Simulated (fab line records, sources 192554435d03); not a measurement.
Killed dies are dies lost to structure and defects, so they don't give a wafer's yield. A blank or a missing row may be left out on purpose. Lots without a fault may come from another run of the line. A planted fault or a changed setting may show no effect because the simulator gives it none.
fab line records | flow n5_finfet
record lots=4 wafers=12 last_day=18
route steps=1938 shown MOL_CONTACT_COAG@548 BEOL_M4@1111 PASSIVATION@1936
lots that met no fault: from a run of the same line without faults
start_h: hours from the record's first day to the start of the lot's first wafer shown | wait_h: hours since the lot's step before | " the same as in the row above | L1.1+2: a row that stands for several wafers | - no value, or no start given | * or withheld: withheld | < > ~ a bound
route shown NAME@n: a module of which the file shows steps, and the number in the route of the first | usual: mean/standard deviation of fault-free wafers | same: alike in all rows | chamber/n: place in a boat | sites: the reading at each site | _std_site: their standard deviation | _edge_site: outer sites' mean less inner sites' | radius_mm: how far each site lies from the wafer's centre | mask NAME#n: copy n | behind: the tool/chamber that last shaped the wafer | hold: why the lot was held/for how many hours/how that ended | device: the transistor (n, p or np) that didn't switch | end of line: the same wafers' tests at the end of the route | a step without rows: its recipe alone | killed: dies lost to structure and defects at the first sort, not the wafer's yield | map: a wafer's dies, x killed, . not, _ none there
set.NAME: the setting as run; set.NAME@STEP: as run at that earlier step | model.NAME: the simulator's own value behind a step, which no gauge read
lots at some steps of the route; a table a step, a row a wafer
services: from which hour (start_h, from the record's first day; less than 0 if before it) a tool's chamber was out of use, for how many hours, and why
## steps
# step N5_MOL_CONTACT_COAG_CO_FILL_22
# recipe material=Co target_thk_a=200 temp_c=200 precursor=CCTBA/H2 pressure_torr=30
# step N5_MOL_CONTACT_COAG_ANNEAL_113
# recipe temp_c=400 time_s=300 ambient=H2/N2
# step N5_MOL_CONTACT_COAG_PRE_CLEAN_142
# recipe gas=H2/He time_s=60 temp_c=300
# step N5_MOL_CONTACT_COAG_SPUTTER_130
# recipe material=Co target_thk_a=475 temp_c=25 chamber_pressure_pa=0.5 power_w=3000
# step N5_MOL_CONTACT_COAG_PRECLEAN_125
# recipe chemistry=DIW time_s=57.5 temp_c=23
# step N5_MOL_CONTACT_COAG_SRD_126
# recipe dry_time_s=32 dry=n2_spin spin_rpm=1500
# step N5_MOL_CONTACT_COAG_CMP_23
# recipe stop_on=SiO2 t_overpolish_s=1.5 post_cmp_clean=cu_alkaline down_force_psi=2 platen_rpm=50.289 pad_velocity_m_s=1.0006 target_thk_nm=0
# step N5_MOL_CONTACT_COAG_WET_ETCH_26
# recipe target=Co target_depth_nm=13
# step N5_MOL_CONTACT_COAG_WET_ETCH_116
# recipe chemistry=SC1-inhibited target_depth_nm=4.6 dry=ipa_marangoni rinse_time_s=30 rinse_temp_c=23
# step N5_MOL_CONTACT_COAG_ALD_27
# recipe material=SiOC target_thk_a=170 temp_c=400 ald_precursor_family=carbosiloxane ald_co_reactant=H2-plasma pulse_time_s=1.5 time_s=2720 purge_time_s=2 co_reactant_purge_time_s=2 ald_cycles=340 pressure_torr=2
# step N5_MOL_CONTACT_COAG_CMP_28
# recipe stop_on=SiNx t_overpolish_s=0.85 post_cmp_clean=alkaline_brush down_force_psi=4.15 platen_rpm=51.8 pad_velocity_m_s=1.0307 target_thk_nm=14.522
# usual edge_zone_pressure_frac=1.000/0.0048 head_pressure_psi=4.149/0.009 motor_current_A=12.6/1.4 time_to_endpoint_s=4.4/2.6
# columns lot.wafer tool chamber start_h wait_h edge_zone_pressure_frac head_pressure_psi motor_current_A time_to_endpoint_s model.SiNx_of_GATE_CUT_SAC_CAP_01.thk_nm
L676.4 cmp-03 0 146.83 0.8 - - - - 18.2
L676.1 " 1 " " - - - - 18.2
L676.5 " 3 " " - - - - 18.2
L677.2 cmp-02 1 155.38 0.8 - - - - 18
L677.4 " 3 " " - - - - 18
L677.5 " 1 " " - - - - 18.2
L690.1 cmp-03 1 233.33 0.8 0.994 4.141 13.4 3.4 17.8
L690.4 " 2 " " 0.999 4.172 14.2 1.5 18
L690.6 " 1 " " 0.998 4.145 13.7 2.8 17.8
L691.3 cmp-03 3 234.09 1.0 0.998 4.135 12.9 2.5 18
L691.1 " 0 " " 1.003 4.151 12.4 0.0 18.2
L691.6 " 2 " " 1.001 4.148 14.9 1.2 18
# step N5_MOL_CONTACT_COAG_ALD_123
# recipe material=SiNx target_thk_a=50 temp_c=400 ald_precursor_family=SiH2I2 ald_co_reactant=N2/H2-plasma pulse_time_s=1 purge_time_s=2 co_reactant_purge_time_s=2 ald_cycles=100 pressure_torr=2
# step N5_MOL_CONTACT_COAG_PECVD_31
# recipe material=SiO2 target_thk_a=460 temp_c=400 precursor=TEOS/O2 pressure_torr=6.5 rf_w=withheld teos_flow_sccm=withheld gas=O2 flow_sccm=2650 time_s=8.9
# step N5_MOL_CONTACT_COAG_COAT_75
# recipe resist=SOC temp_c=250 time_s=60 spin_rpm=1500 resist_thk_nm=60
# step N5_MOL_CONTACT_COAG_COAT_76
# recipe resist=SiARC temp_c=220 time_s=60 spin_rpm=1500 resist_thk_nm=10
# step N5_MOL_CONTACT_COAG_COAT_77
# recipe resist=underlayer temp_c=205 time_s=60 spin_rpm=1500 resist_thk_nm=10
# step N5_MOL_CONTACT_COAG_COAT_78
# recipe resist=CAR-EUV spin_rpm=1500 resist_thk_nm=40
# step N5_MOL_CONTACT_COAG_EBR_80
# recipe solvent=PGMEA ebr_width_mm=1.5
# step N5_MOL_CONTACT_COAG_SOFTBAKE_79
# recipe temp_c=110 time_s=60 resist=CAR-EUV
# step N5_MOL_CONTACT_COAG_EXPOSE_81
# recipe mask_id=VG na=0.33 source_shape=annular sigma_inner=0.3 sigma_outer=0.7 polarization=unpolarized defocus_nm=0 dose_mj=59.5
# step N5_MOL_CONTACT_COAG_PEB_82
# recipe peb_temp_c=100 peb_time_s=60 resist=CAR-EUV
# step N5_MOL_CONTACT_COAG_DEVELOP_83
# recipe develop_time_s=30 developer=TMAH resist=CAR-EUV rinse_liquid=surfactant_rinse dry=air_spin dev_temp_c=23
# step N5_MOL_CONTACT_COAG_DESCUM_88
# recipe chemistry=O2 time_s=7 source_power_w=50 bias_power_w=20 pressure_mtorr=20 rf_frequency_hz=2.712e+07 temp_c=40 resist=CAR-EUV o2_flow_sccm=225
# step N5_MOL_CONTACT_COAG_ETCH_89
# recipe chemistry=N2/H2 target=underlayer target_depth_a=130 mask_material=CAR-EUV time_s=10.4 ion_energy_ev=200 pressure_mtorr=30 source_w=840 bias_w=150 n2_flow_sccm=200 h2_flow_sccm=200 ends=cleared
# step N5_MOL_CONTACT_COAG_ETCH_90
# recipe chemistry=CF4 target=SiARC target_depth_a=130 mask_material=CAR-EUV time_s=21.7 ion_energy_ev=80 pressure_mtorr=40 source_w=545 bias_w=36 Ar_flow_sccm=100 cf4_flow_sccm=100 ends=cleared
# step N5_MOL_CONTACT_COAG_ALD_131
# recipe material=SiO2 target_thk_a=50 temp_c=100 ald_precursor_family=BDEAS ald_co_reactant=O2-plasma pulse_time_s=1 co_reactant_pulse_time_s=1 purge_time_s=2 co_reactant_purge_time_s=2 ald_cycles=35 pressure_torr=2
# step N5_MOL_CONTACT_COAG_ETCHBACK_132
# recipe chemistry=CHF3 target=SiO2 target_depth_a=100 time_s=6.7 ion_energy_ev=200 pressure_mtorr=30 source_w=610 bias_w=170 Ar_flow_sccm=200 CHF3_flow_sccm=50
# step N5_MOL_CONTACT_COAG_ETCH_91
# recipe chemistry=N2/H2 target=SOC target_depth_a=600 overetch_a=210 mask_material=SiARC temp_c=40 time_s=101.2 ion_energy_ev=200 pressure_mtorr=30 source_w=840 bias_w=150 n2_flow_sccm=200 h2_flow_sccm=200
# step N5_MOL_CONTACT_COAG_STRIP_92
# recipe chemistry=N2/H2 temp_c=40 n2_flow_sccm=200 h2_flow_sccm=200 rf_frequency_hz=6e+07
# step N5_MOL_CONTACT_COAG_STRIP_93
# recipe chemistry=N2/H2 temp_c=40 n2_flow_sccm=200 h2_flow_sccm=200 rf_frequency_hz=6e+07
# step N5_MOL_CONTACT_COAG_ETCHBACK_135
# recipe chemistry=CHF3 target=SiO2 target_depth_a=250 time_s=16.7 ion_energy_ev=200 pressure_mtorr=30 source_w=610 bias_w=170 Ar_flow_sccm=200 CHF3_flow_sccm=50
# step N5_MOL_CONTACT_COAG_STRIP_118
# recipe chemistry=CHF3 resist=SiARC rf_frequency_hz=6e+07
# step N5_MOL_CONTACT_COAG_VIA_ETCH_46
# recipe chemistry=C4F6/O2 target_depth_a=460 overetch_a=92 mask_material=SOC target=SiO2 bias_w=455 pressure_mtorr=10 time_s=40 source_w=325 Ar_flow_sccm=300 C4F6_flow_sccm=10 O2_flow_sccm=10 ion_energy_ev=575.3 ends=end_point
# step N5_MOL_CONTACT_COAG_STRIP_96
# recipe chemistry=N2/H2 power_w=500 temp_c=40 pressure_mtorr=50 rf_frequency_hz=6e+07 overash_fraction=0.3 bias_power_w=28 h2_frac=0.5 n2_flow_sccm=300 h2_flow_sccm=300
# step N5_MOL_CONTACT_COAG_ETCH_47
# recipe chemistry=CH3F/O2 target=SiNx target_depth_a=270 mask_material=SiO2 stop_on=W over_etch_frac=0.2 ion_energy_ev=120 endpoint=OES-CN pressure_mtorr=30 source_w=395 bias_w=73 Ar_flow_sccm=150 CH3F_flow_sccm=30 O2_flow_sccm=20 ends=end_point
# usual chamber_pressure_mTorr=30.000/0.028 drypump_motor_current_A=5.7/0.38 etch_rf_on_time_s=31.5/0.8 oes_product_au=0.70/0.096 rf_vpp_V=292/7.7 showerhead_plenum_p_Torr=1.99/0.089 throttle_valve_pct=16.28/0.22
# columns lot.wafer tool chamber start_h wait_h chamber_pressure_mTorr drypump_motor_current_A etch_rf_on_time_s oes_product_au rf_hours_counter_h rf_vpp_V showerhead_plenum_p_Torr throttle_valve_pct model.MOL_CONTACT_COAG.feature_depth_nm model.etch.depth_nm
L676.1 rie_diel-02 3 149.79 0.0 30.006 6.6 33.4 0.61 200 289 2.00 16.22 18.8 18.15
L676.4 " 3 " " 30.008 6.5 33.2 0.62 - 287 2.00 16.23 18.8 18.13
L676.5 " 2 " " 29.986 5.6 31.8 0.62 - 281 1.97 16.52 18.8 18.17
L677.2 rie_diel-02 3 157.58 0.0 29.998 6.5 33.2 0.61 204 288 2.00 16.24 18.6 17.99
L677.4 " 1 " " 30.038 5.9 32.1 0.87 1 304 2.04 15.84 18.6 18.1
L677.5 " 3 " " 30.011 6.5 33.2 0.62 - 288 2.00 16.23 18.8 18.14
L690.1 rie_diel-05 1 235.94 0.0 29.996 6.2 31.5 0.66 179 297 2.06 16.45 18.4 17.9
L690.4 " 0 " " 29.986 5.1 30.4 0.80 30 275 2.06 15.93 18.4 17.92
L690.6 " 3 " " 29.991 5.6 30.1 0.80 - 290 1.97 16.49 18.4 17.9
L691.1 rie_diel-02 0 236.62 0.0 29.965 6.1 32.0 0.60 236 282 1.90 16.31 18.8 18.14
L691.3 " 3 " " 29.979 6.6 32.9 0.60 228 288 1.99 16.27 18.4 17.9
L691.6 " 2 " " 30.005 5.6 31.4 0.85 - 282 1.96 16.07 18.6 17.97
# step N5_MOL_CONTACT_COAG_STRIP_119
# recipe chemistry=N2/H2 time_s=30 power_w=1000 temp_c=250 pressure_mtorr=withheld n2_flow_sccm=1750 h2_flow_sccm=3250
# step N5_MOL_CONTACT_COAG_ETCH_48
# recipe chemistry=C4F6/O2 target_depth_a=150 overetch_a=45 mask_material=SOC target=SiOC bias_w=465 pressure_mtorr=10 time_s=17 source_w=335 Ar_flow_sccm=300 C4F6_flow_sccm=10 O2_flow_sccm=10 ion_energy_ev=576
# usual chamber_pressure_mTorr=10.001/0.0089 drypump_motor_current_A=5.7/0.4 oes_product_au=0.67/0.092 rf_vpp_V=1564/40 showerhead_plenum_p_Torr=2.82/0.12 throttle_valve_pct=40.6/0.39
# columns lot.wafer tool chamber start_h wait_h chamber_pressure_mTorr drypump_motor_current_A oes_product_au rf_hours_counter_h rf_vpp_V showerhead_plenum_p_Torr throttle_valve_pct
L676.1 rie_diel-05 2 151.34 0.0 9.994 5.5 1.08 162 1586 2.59 40.3
L676.4 " 3 " " 9.997 5.6 1.36 - 1554 2.82 41.3
L676.5 " 1 " " 10.008 6.1 1.13 - 1591 2.94 40.8
L677.2 rie_diel-05 2 159.03 0.0 9.990 5.5 1.09 166 1584 2.59 40.3
L677.4 " 0 " " 9.995 5.1 1.41 1 1485 2.93 39.9
L677.5 " 1 " " 9.988 6.2 1.12 - 1591 2.94 40.8
L690.1 rie_diel-05 2 237.73 0.0 9.990 5.5 0.61 195 1584 2.58 40.2
L690.4 " 3 " " 10.013 5.5 0.69 38 1551 2.81 41.1
L690.6 " 2 " " 10.000 5.5 0.57 - 1586 2.58 40.1
L691.1 rie_diel-02 3 238.24 0.0 10.003 6.5 0.54 229 1543 2.83 41.1
L691.3 " 1 " " 9.998 5.9 0.69 34 1622 2.87 40.2
L691.6 " 2 " " 10.012 5.6 0.76 - 1514 2.79 40.3
# step N5_BEOL_M4_RC_MEAS_101
# usual DIBL_N=36.4/2 DIBL_P=36.1/2.5 IOFF_N=0.16/0.037 IOFF_P=0.20/0.038 ION_N=670/13 ION_P=459/8.3 SS_N=71.6/0.69 SS_P=73.3/0.72 VT_N=250/3.4 VT_P=-251/3.1
# columns lot.wafer tool chamber start_h wait_h DIBL_N[mV/V] DIBL_P[mV/V] IOFF_N[nA/um] IOFF_P[nA/um] ION_N[uA/um] ION_P[uA/um] SS_N[mV/dec] SS_P[mV/dec] VT_N[mV] VT_P[mV]
L690.1 prober-01 0 304.35 0.0 38.8 39.0 0.23 0.22 697 464 71.5 74.2 244 -252
L690.4 " 0 " " 35.6 36.4 0.16 0.18 677 462 71.3 73.5 248 -253
L690.6 " 0 " " 37.6 38.2 0.19 0.21 671 456 71.8 74.1 248 -251
L691.1 prober-01 0 313.51 0.0 38.7 39.0 0.20 0.24 694 467 72.2 73.9 248 -251
L691.3 " 0 " " 36.7 35.9 0.15 0.20 666 454 71.5 73.3 251 -252
L691.6 " 0 " " 38.1 37.8 0.19 0.22 689 468 72.1 74.1 248 -252
# step N5_PASSIVATION_PROBE_49
# usual killed_at_M0_to_M3=34/11 killed_at_M4_up=13/5.2 killed_at_contacts=13/6.3 killed_at_front_end=40/14 killed_at_other=3.2/2.4 killed_dies=104/19 killed_on_rim=14/4.2 killed_open=69/14 killed_short=32/7.5
# same gross_dies=1180 killed_at_back_side=0
# columns lot.wafer tool chamber start_h wait_h killed_at_M0_to_M3 killed_at_M4_up killed_at_contacts killed_at_front_end killed_at_other killed_dies killed_on_rim killed_open killed_short
L676.1 prober-02 - 315.59 0.0 38 5 1098 36 3 1180 152 61 24
L676.4 prober-02 - 315.74 0.2 45 18 1071 37 9 1180 152 73 45
L676.5 prober-02 - 315.79 0.2 25 8 1102 42 3 1180 152 63 29
L677.2 prober-02 - 319.90 0.1 47 11 1092 27 3 1180 152 71 33
L677.4 prober-02 - 320.00 0.2 39 17 1086 35 3 1180 152 81 23
L677.5 prober-02 - 320.05 0.2 30 19 1096 31 4 1180 152 70 27
# killed by level:class
L676.1 MOL_CONTACT_COAG:area_cmp=1093 BEOL_M2:geometric_particle:open=16 FIN_SAQP:geometric_particle:open=12 BEOL_M3:geometric_particle:open=9 FIN_SAQP:geometric_particle:short=6 STI_FIN_REVEAL:geometric_particle:open=4 MOL_CONTACT_COAG:geometric_particle:open=4 BEOL_M0_SAQP:geometric_particle:short=4
L676.4 MOL_CONTACT_COAG:area_cmp=1062 BEOL_M4:geometric_particle:open=12 BEOL_M0_SAQP:geometric_particle:short=10 FIN_SAQP:geometric_particle:short=9 BEOL_M2:geometric_particle:open=9 MOL_CONTACT_COAG:geometric_particle:open=9 STI_FIN_REVEAL:geometric_particle:open=8 BEOL_M0:geometric_particle:open=6
L676.5 MOL_CONTACT_COAG:area_cmp=1087 MOL_CONTACT_COAG:geometric_particle:open=12 DUMMY_GATE:geometric_particle:open=8 BEOL_M2:geometric_particle:open=7 FIN_SAQP:geometric_particle:open=5 ILD0:geometric_particle:open=5 STI_FIN_REVEAL:geometric_particle:open=4 BEOL_M0_SAQP:geometric_particle:short=4
L677.2 MOL_CONTACT_COAG:area_cmp=1076 BEOL_M2:geometric_particle:open=12 MOL_CONTACT_COAG:geometric_particle:open=11 BEOL_M3:geometric_particle:open=8 BEOL_M4:geometric_particle:open=6 DUMMY_GATE:geometric_particle:open=6 BEOL_M0:geometric_particle:open=6 FIN_SAQP:geometric_particle:open=5
L677.4 MOL_CONTACT_COAG:area_cmp=1074 BEOL_M2:geometric_particle:open=16 FIN_SAQP:geometric_particle:open=10 MOL_CONTACT_COAG:geometric_particle:open=9 STI_FIN_REVEAL:geometric_particle:open=7 DUMMY_GATE:geometric_particle:open=5 BEOL_M0_SAQP:geometric_particle:open=5 BEOL_M3:geometric_particle:open=5
L677.5 MOL_CONTACT_COAG:area_cmp=1079 MOL_CONTACT_COAG:geometric_particle:open=15 BEOL_M2:geometric_particle:open=7 BEOL_M1:geometric_particle:open=6 DUMMY_GATE:geometric_particle:open=6 BEOL_M4:geometric_particle:open=6 FIN_SAQP:geometric_particle:open=5 FIN_SAQP:geometric_particle:short=5
# map L676.1 (x killed, . not)
_________________xxxxxxxxxxxx________________
______________xxxxxxxxxxxxxxxxxx_____________
___________xxxxxxxxxxxxxxxxxxxxxxxx__________
__________xxxxxxxxxxxxxxxxxxxxxxxxxx_________
________xxxxxxxxxxxxxxxxxxxxxxxxxxxxxx_______
_______xxxxxxxxxxxxxxxxxxxxxxxxxxxxxxxx______
______xxxxxxxxxxxxxxxxxxxxxxxxxxxxxxxxxx_____
_____xxxxxxxxxxxxxxxxxxxxxxxxxxxxxxxxxxxx____
____xxxxxxxxxxxxxxxxxxxxxxxxxxxxxxxxxxxxxx___
___xxxxxxxxxxxxxxxxxxxxxxxxxxxxxxxxxxxxxxxx__
___xxxxxxxxxxxxxxxxxxxxxxxxxxxxxxxxxxxxxxxx__
__xxxxxxxxxxxxxxxxxxxxxxxxxxxxxxxxxxxxxxxxxx_
__xxxxxxxxxxxxxxxxxxxxxxxxxxxxxxxxxxxxxxxxxx_
_xxxxxxxxxxxxxxxxxxxxxxxxxxxxxxxxxxxxxxxxxxxx
_xxxxxxxxxxxxxxxxxxxxxxxxxxxxxxxxxxxxxxxxxxxx
_xxxxxxxxxxxxxxxxxxxxxxxxxxxxxxxxxxxxxxxxxxxx
_xxxxxxxxxxxxxxxxxxxxxxxxxxxxxxxxxxxxxxxxxxxx
_xxxxxxxxxxxxxxxxxxxxxxxxxxxxxxxxxxxxxxxxxxxx
_xxxxxxxxxxxxxxxxxxxxxxxxxxxxxxxxxxxxxxxxxxxx
_xxxxxxxxxxxxxxxxxxxxxxxxxxxxxxxxxxxxxxxxxxxx
_xxxxxxxxxxxxxxxxxxxxxxxxxxxxxxxxxxxxxxxxxxxx
__xxxxxxxxxxxxxxxxxxxxxxxxxxxxxxxxxxxxxxxxxx_
__xxxxxxxxxxxxxxxxxxxxxxxxxxxxxxxxxxxxxxxxxx_
___xxxxxxxxxxxxxxxxxxxxxxxxxxxxxxxxxxxxxxxx__
___xxxxxxxxxxxxxxxxxxxxxxxxxxxxxxxxxxxxxxxx__
____xxxxxxxxxxxxxxxxxxxxxxxxxxxxxxxxxxxxxx___
_____xxxxxxxxxxxxxxxxxxxxxxxxxxxxxxxxxxxx____
______xxxxxxxxxxxxxxxxxxxxxxxxxxxxxxxxxx_____
_______xxxxxxxxxxxxxxxxxxxxxxxxxxxxxxxx______
________xxxxxxxxxxxxxxxxxxxxxxxxxxxxxx_______
__________xxxxxxxxxxxxxxxxxxxxxxxxxx_________
___________xxxxxxxxxxxxxxxxxxxxxxxx__________
______________xxxxxxxxxxxxxxxxxx_____________
_________________xxxxxxxxxxxx________________
# map L677.2 (x killed, . not)
_________________xxxxxxxxxxxx________________
______________xxxxxxxxxxxxxxxxxx_____________
___________xxxxxxxxxxxxxxxxxxxxxxxx__________
__________xxxxxxxxxxxxxxxxxxxxxxxxxx_________
________xxxxxxxxxxxxxxxxxxxxxxxxxxxxxx_______
_______xxxxxxxxxxxxxxxxxxxxxxxxxxxxxxxx______
______xxxxxxxxxxxxxxxxxxxxxxxxxxxxxxxxxx_____
_____xxxxxxxxxxxxxxxxxxxxxxxxxxxxxxxxxxxx____
____xxxxxxxxxxxxxxxxxxxxxxxxxxxxxxxxxxxxxx___
___xxxxxxxxxxxxxxxxxxxxxxxxxxxxxxxxxxxxxxxx__
___xxxxxxxxxxxxxxxxxxxxxxxxxxxxxxxxxxxxxxxx__
__xxxxxxxxxxxxxxxxxxxxxxxxxxxxxxxxxxxxxxxxxx_
__xxxxxxxxxxxxxxxxxxxxxxxxxxxxxxxxxxxxxxxxxx_
_xxxxxxxxxxxxxxxxxxxxxxxxxxxxxxxxxxxxxxxxxxxx
_xxxxxxxxxxxxxxxxxxxxxxxxxxxxxxxxxxxxxxxxxxxx
_xxxxxxxxxxxxxxxxxxxxxxxxxxxxxxxxxxxxxxxxxxxx
_xxxxxxxxxxxxxxxxxxxxxxxxxxxxxxxxxxxxxxxxxxxx
_xxxxxxxxxxxxxxxxxxxxxxxxxxxxxxxxxxxxxxxxxxxx
_xxxxxxxxxxxxxxxxxxxxxxxxxxxxxxxxxxxxxxxxxxxx
_xxxxxxxxxxxxxxxxxxxxxxxxxxxxxxxxxxxxxxxxxxxx
_xxxxxxxxxxxxxxxxxxxxxxxxxxxxxxxxxxxxxxxxxxxx
__xxxxxxxxxxxxxxxxxxxxxxxxxxxxxxxxxxxxxxxxxx_
__xxxxxxxxxxxxxxxxxxxxxxxxxxxxxxxxxxxxxxxxxx_
___xxxxxxxxxxxxxxxxxxxxxxxxxxxxxxxxxxxxxxxx__
___xxxxxxxxxxxxxxxxxxxxxxxxxxxxxxxxxxxxxxxx__
____xxxxxxxxxxxxxxxxxxxxxxxxxxxxxxxxxxxxxx___
_____xxxxxxxxxxxxxxxxxxxxxxxxxxxxxxxxxxxx____
______xxxxxxxxxxxxxxxxxxxxxxxxxxxxxxxxxx_____
_______xxxxxxxxxxxxxxxxxxxxxxxxxxxxxxxx______
________xxxxxxxxxxxxxxxxxxxxxxxxxxxxxx_______
__________xxxxxxxxxxxxxxxxxxxxxxxxxx_________
___________xxxxxxxxxxxxxxxxxxxxxxxx__________
______________xxxxxxxxxxxxxxxxxx_____________
_________________xxxxxxxxxxxx________________
## services
# columns tool chamber start_h hours kind
cmp-02 - 130.90 4.0 pm
rie_diel-05 0 132.26 - clean
rie_diel-05 0 132.26 - consumable_replace:focus_ring
rie_diel-05 0 132.26 24.3 scheduled_down
rie_diel-05 0 132.26 24.3 vent_cycle
rie_diel-02 1 136.01 - clean
rie_diel-02 1 136.01 - consumable_replace:focus_ring
rie_diel-02 1 136.01 16.5 scheduled_down
rie_diel-02 1 136.01 16.5 vent_cycle
rie_diel-05 - 138.50 4.3 pm
rie_diel-05 - 164.14 0.3 repair
rie_diel-05 - 171.64 2.2 repair
cmp-02 - 171.99 2.0 repair
rie_diel-02 3 173.21 5.4 repair
cmp-03 - 192.55 7.1 pm
rie_diel-05 3 201.47 13.7 repair
rie_diel-02 2 205.13 - clean
rie_diel-02 2 205.13 - consumable_replace:focus_ring
rie_diel-02 2 205.13 22.7 scheduled_down
rie_diel-02 2 205.13 22.7 vent_cycle
cmp-03 - 209.25 4.0 pm
rie_diel-05 2 219.41 2.6 repair
cmp-03 - 230.23 0.5 repair
rie_diel-02 3 230.91 5.1 repair
## key
first_sign step=N5_MOL_CONTACT_COAG_CMP_28 reading=tool_record direction=missing
effect step=N5_MOL_CONTACT_COAG_ETCH_48 reading=oes_product_au direction=up sigmas=5.8 usual=0.67 struck=1.20
effect step=N5_PASSIVATION_PROBE_49 reading=killed_at_contacts direction=up sigmas=99+ usual=13 struck=1091
model_effect step=N5_MOL_CONTACT_COAG_CMP_28 value=SiNx_of_GATE_CUT_SAC_CAP_01.thk_nm without=17.83 struck=18.13
model_effect step=N5_MOL_CONTACT_COAG_ETCH_47 value=MOL_CONTACT_COAG.feature_depth_nm without=18.4 struck=18.73
more_kills_born_at N5_MOL_CONTACT_COAG_CMP_28@cmp-03=3239 N5_MOL_CONTACT_COAG_CMP_28@cmp-02=3227
met_at N5_MOL_CONTACT_COAG_CMP_28
struck_wafers L676.1,L676.4,L676.5,L677.2,L677.4,L677.5
later_rows_left_out L676.1,L676.4,L676.5,L677.2,L677.4,L677.5
tester_left_out L676,L677
fault kind=skipped_step_whole tool=cmp-02,cmp-03 chamber=- onset_h=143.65 steps=N5_MOL_CONTACT_COAG_CMP_28 scope=struck_lots_only
# tester_left_out: of these lots the tester's yield and bins aren't shown, on N5 and GAA mostly nor the transistor test; their killed dies are dies lost to structure and defects alone, not to doping, threshold or leakage, so they don't give the yield
# later_rows_left_out: the simulator's readings of these wafers behind a module that went badly wrong aren't trusted and aren't shown, but for the sort
